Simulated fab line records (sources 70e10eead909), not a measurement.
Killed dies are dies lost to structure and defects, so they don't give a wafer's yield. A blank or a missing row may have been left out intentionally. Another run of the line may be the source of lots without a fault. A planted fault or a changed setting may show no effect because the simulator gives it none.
Matching of chambers || flow nandHarc || NHARC_A_CHANNEL_HOLE_D1_DEP_01 on pecvd-04 has 3 sister chambers
The step deposits SiON, target thk 140 nm. 16 wafers are shown with their chamber, then 8 later ones without.

## WAFERS, EACH WITH ITS CHAMBER
{"wafer": "L076.3", "chamber": 1, "heaterPowerW (W)": 835, "susceptorTempC (C)": 399.69}
{"wafer": "L076.5", "chamber": 1, "heaterPowerW (W)": 833, "susceptorTempC (C)": 400.12}
{"wafer": "L076.6", "chamber": 2, "heaterPowerW (W)": 923, "susceptorTempC (C)": 400.05}
{"wafer": "L078.3", "chamber": 1, "heaterPowerW (W)": 901, "susceptorTempC (C)": 400.13}
{"wafer": "L078.4", "chamber": 0, "heaterPowerW (W)": 785, "susceptorTempC (C)": 399.88}
{"wafer": "L078.5", "chamber": 1, "heaterPowerW (W)": 729, "susceptorTempC (C)": 400.15}
{"wafer": "L086.4", "chamber": 1, "heaterPowerW (W)": 831, "susceptorTempC (C)": 399.77}
{"wafer": "L086.5", "chamber": 2, "heaterPowerW (W)": 962, "susceptorTempC (C)": 399.86}
{"wafer": "L086.6", "chamber": 0, "heaterPowerW (W)": 764, "susceptorTempC (C)": 400.31}
{"wafer": "L087.3", "chamber": 2, "heaterPowerW (W)": 1041, "susceptorTempC (C)": 399.98}
{"wafer": "L087.4", "chamber": 1, "heaterPowerW (W)": 865, "susceptorTempC (C)": 400.40}
{"wafer": "L087.6", "chamber": 2, "heaterPowerW (W)": 1058, "susceptorTempC (C)": 400.14}
{"wafer": "L088.2", "chamber": 2, "heaterPowerW (W)": 879, "susceptorTempC (C)": 399.99}
{"wafer": "L088.3", "chamber": 1, "heaterPowerW (W)": 698, "susceptorTempC (C)": 400.15}
{"wafer": "L088.6", "chamber": 1, "heaterPowerW (W)": 739, "susceptorTempC (C)": 400.17}
{"wafer": "L092.3", "chamber": 0, "heaterPowerW (W)": 683, "susceptorTempC (C)": 399.68}

SIGNATURES (means of the wafers above)
{"reading": "heaterPowerW", "chamber 0": 744.00, "chamber 1": 803.88, "chamber 2": 972.60, "scatter within a chamber": 71.2}
{"reading": "susceptorTempC", "chamber 0": 399.9567, "chamber 1": 400.0725, "chamber 2": 400.0040, "scatter within a chamber": 0.219}
Rule: distance of a wafer from a chamber = root of the sum over the readings of ((wafer's reading minus chamber's mean) / reading's scatter) squared. If the next closest chamber is less than 2 further off than the closest, the wafer can't be placed; otherwise it belongs to the closest. The scatter: the root of (the sum of the squares of (reading less its chamber's mean) over the shown wafers, divided by (wafers less chambers)).

## WAFERS WITHOUT THEIR CHAMBER
{"wafer": "L092.4", "heaterPowerW (W)": 719, "susceptorTempC (C)": 400.33}
{"wafer": "L092.5", "heaterPowerW (W)": 764, "susceptorTempC (C)": 399.79}
{"wafer": "L094.1", "heaterPowerW (W)": 724, "susceptorTempC (C)": 400.28}
{"wafer": "L094.3", "heaterPowerW (W)": 766, "susceptorTempC (C)": 399.66}
{"wafer": "L094.6", "heaterPowerW (W)": 714, "susceptorTempC (C)": 399.83}
{"wafer": "L096.2", "heaterPowerW (W)": 770, "susceptorTempC (C)": 400.10}
{"wafer": "L096.4", "heaterPowerW (W)": 1064, "susceptorTempC (C)": 400.01}
{"wafer": "L096.5", "heaterPowerW (W)": 803, "susceptorTempC (C)": 399.81}

## WHICH CHAMBER EACH WENT THROUGH
{"wafer": "L092.4", "from the rows above": "can't be placed: 1 or 0", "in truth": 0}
{"wafer": "L092.5", "from the rows above": "can't be placed: 0 or 1", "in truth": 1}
{"wafer": "L094.1", "from the rows above": "can't be placed: 1 or 0", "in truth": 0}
{"wafer": "L094.3", "from the rows above": "can't be placed: 0 or 1 or 2", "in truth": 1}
{"wafer": "L094.6", "from the rows above": "can't be placed: 0 or 1", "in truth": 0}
{"wafer": "L096.2", "from the rows above": "can't be placed: 1 or 0", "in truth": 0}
{"wafer": "L096.4", "from the rows above": 2, "in truth": 2}
{"wafer": "L096.5", "from the rows above": "can't be placed: 0 or 1 or 2", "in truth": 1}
Correct placement for 1 of the 8. Cannot be placed on the basis of these rows: 7; the candidates contain the true chamber in 7. Placed wrongly: 0.
